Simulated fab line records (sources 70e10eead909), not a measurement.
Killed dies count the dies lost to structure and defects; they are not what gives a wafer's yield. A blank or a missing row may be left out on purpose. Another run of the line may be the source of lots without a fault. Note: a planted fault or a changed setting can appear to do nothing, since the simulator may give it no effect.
Comparing a struck lot with a sound one :: flow nand-harc :: 14 out of 1302 route steps
Sound: these wafers, L630.1, L630.4, L630.5. Struck: wafer L631.1 (left out: L631.2, a lot-mate that was not struck); the cause follows at the end.
Each step with rows lists, per side, the tool, then ch with its chambers, then its first start. Under that, the readings that differ: sound wafers :: struck wafers :: difference of the means :: sigmas: that difference in standard deviations of wafers without a fault.
alike: same words and numbers on both sides, and readings whose means sit less than 2 such deviations apart. not compared: any withheld reading, any reading some wafer has no value for, any bound like >300 that may hide the same value, and any number with overlapping values for which the record gives no deviation.
Wherever a step has rows on one side only, a row that says differs or no value, or a row with sigmas, the two part there. When numbers do not overlap yet have no deviation, they are printed without sigmas and do not part them. Lack of a reading on every wafer of one side parts them only where that side has two or more wafers.

first, 7 steps without rows for these wafers: NHARC_A_CONTACT_COAT_62 (time 65 s); NHARC_A_CONTACT_COAT_63 (resist thk 90 nm); NHARC_A_CONTACT_SOFTBAKE_64 (time 55 s); NHARC_A_CONTACT_EBR_65; NHARC_A_CONTACT_EXPOSE_66 (exposes mask A CC 2); NHARC_A_CONTACT_PEB_67 (peb time 65 s); NHARC_A_CONTACT_DEVELOP_68 (develop time 35 s).
NHARC_A_CONTACT_CD_MEAS_69: the cd target is 300 nm.
  sound on cd-sem-01 ch 0, day 26 01:56; struck on cd-sem-02 ch 0, day 26 16:51
  alike: cd-nm
NHARC_A_CONTACT_OVL_MEAS_70:
  sound: overlay-02 at day 26 02:01; struck: overlay-01 at day 26 16:56
reading: overlay-x-nm (nm)
sound: 1.1 1.4 1.6
struck: -0.9
difference: -2.3
sigmas: -3
  alike: overlay-y-nm
NHARC_A_CONTACT_INSPECT_71:
  sound: defect-inspect-01 at day 26 02:04; struck: defect-inspect-01 at day 26 16:59
  alike: raw-defect-count
NHARC_A_CONTACT_DESCUM_74: chemistry O2, time 3 s.
  sound on rie-diel-11 ch 1,3, day 26 02:09; struck on rie-diel-10 ch 0, day 26 17:02
  alike: drypump-motor-current-A, oes-product-au, rf-vpp-V, showerhead-plenum-p-Torr, throttle-valve-pct
  not compared: rf-hours-counter-h
NHARC_A_CONTACT_ETCH_75: etches the open film in CF4, target depth 39 nm, time 65 s.
  sound on rie-diel-11 ch 0,1,2, day 26 02:34; struck on rie-diel-10 ch 0, day 26 17:08
reading: rf-vpp-V (V)
sound: 150.7 149.1 151.9
struck: 154.3
difference: +3.7
sigmas: +3
  alike: drypump-motor-current-A, oes-product-au, showerhead-plenum-p-Torr, throttle-valve-pct
  not compared: rf-hours-counter-h
NHARC_A_CONTACT_ETCH_76: etches the open film in N2/H2, target depth 260 nm, time 475.3 s.
  sound on rie-diel-11 ch 0,2,3, day 26 02:41; struck on rie-diel-10 ch 0, day 26 17:13
reading: oes-product-au (a.u.)
sound: 0.987 1.009 0.992
struck: 0.838
difference: -0.158
sigmas: -16
  alike: drypump-motor-current-A, rf-vpp-V, showerhead-plenum-p-Torr, throttle-valve-pct
  not compared: rf-hours-counter-h
NHARC_A_CONTACT_ETCH_77: etches the open film in CF4/CHF3, target depth 108.9 nm, time 54.5 s.
  sound: rie-diel-11 ch 0,1,2; struck: rie-diel-10 ch 1
reading: throttle-valve-pct (%)
sound: 16.790 16.826 16.811
struck: 16.791
difference: -0.018
sigmas: -2
  alike: drypump-motor-current-A, oes-product-au, rf-vpp-V, showerhead-plenum-p-Torr
  not compared: rf-hours-counter-h

WHERE THEY PART
First at NHARC_A_CONTACT_OVL_MEAS_70; last, within this record, at NHARC_A_CONTACT_ETCH_77.

WHY: what had been put in by the simulator
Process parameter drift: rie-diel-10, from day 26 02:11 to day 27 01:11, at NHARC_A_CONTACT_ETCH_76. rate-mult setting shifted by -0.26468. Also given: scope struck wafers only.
